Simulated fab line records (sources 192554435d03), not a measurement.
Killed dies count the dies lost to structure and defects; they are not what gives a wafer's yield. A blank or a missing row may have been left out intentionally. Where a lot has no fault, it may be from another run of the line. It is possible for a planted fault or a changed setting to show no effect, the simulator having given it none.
What tool caused it?	flow n5 finfet	Sampling: 12 lots, 32 wafers, 2 of 1938 route steps

WHAT EACH GAUGE READ, for each wafer
N5_BEOL_M15_OVL_MEAS_29. Usual: for M15_OVL the level is 3 nm and the standard deviation is 5.
lot	measured	on	M15_OVL (nm)	flag
L890	day 12 04:38	overlay-02	12 5 7	
L891	day 12 22:40	overlay-02	14 7 9	
L892	day 13 00:14	overlay-02	-1 0 2	
L893	day 13 06:34	overlay-02	-1 7 9	
L902	day 15 07:53	overlay-02	4 5 3	
L901	day 15 21:44	overlay-02	2 -1 3	
L903	day 16 06:20	overlay-02	0 -1 0	
L907	day 16 19:53	overlay-02	-1 2 3	
L905	day 17 04:07	overlay-02	5 7	
L909	day 17 08:37	overlay-02	5 6	
L910	day 18 02:34	overlay-01	9 2	
L913	day 18 20:52	overlay-02	-4 6	

WHAT TOOL EACH LOT RAN ON (gives the tool, then ch and the chambers of the sampled wafers, and finally the start)
lot	N5_BEOL_M4_ECD_50
L890	ecd cu-02 ch 0,1, day 8 09:38
L891	ecd cu-01 ch 0,1, day 9 03:23
L892	ecd cu-01 ch 0,1, day 9 10:02
L893	ecd cu-01 ch 0,1, day 9 14:01
L902	ecd cu-02 ch 0,1, day 11 17:35
L901	ecd cu-02 ch 1, day 11 19:53
L903	ecd cu-01 ch 0,1, day 12 00:44
L907	ecd cu-01 ch 0,1, day 13 01:38
L905	ecd cu-01 ch 0,1, day 13 01:58
L909	ecd cu-01 ch 0,1, day 13 07:51
L910	ecd cu-01 ch 0,1, day 14 02:16
L913	ecd cu-01 ch 0, day 15 03:02
- N5_BEOL_M4_ECD_50: material Cu, target thk 300 nm.

AS READ BY THE TOOLS THEMSELVES (means over the sampled wafers that have a number; for cases with no such wafer, the mark the record gives instead)
The record holds no such reading with a usual standard deviation.

THE ANSWER, worked out from the rows above alone
Rule: take the mean of a lot's wafers that have a number; if it is more than 3 standard deviations from the usual mean, the lot is off. Also off: a lot with no number at a reading for which 4 or more lots have one. The other lots that the step has rows for count as sound. First the gauges in route order, then the tools' own readings, where a lot's mean is used as printed above. At the first step where some lot is off, the reading lying furthest off is the one used; lots without a number count as furthest.
Across all readings shown, no lot is off: no conclusion can be drawn from this.

WHAT WAS PUT IN BY THE SIMULATOR
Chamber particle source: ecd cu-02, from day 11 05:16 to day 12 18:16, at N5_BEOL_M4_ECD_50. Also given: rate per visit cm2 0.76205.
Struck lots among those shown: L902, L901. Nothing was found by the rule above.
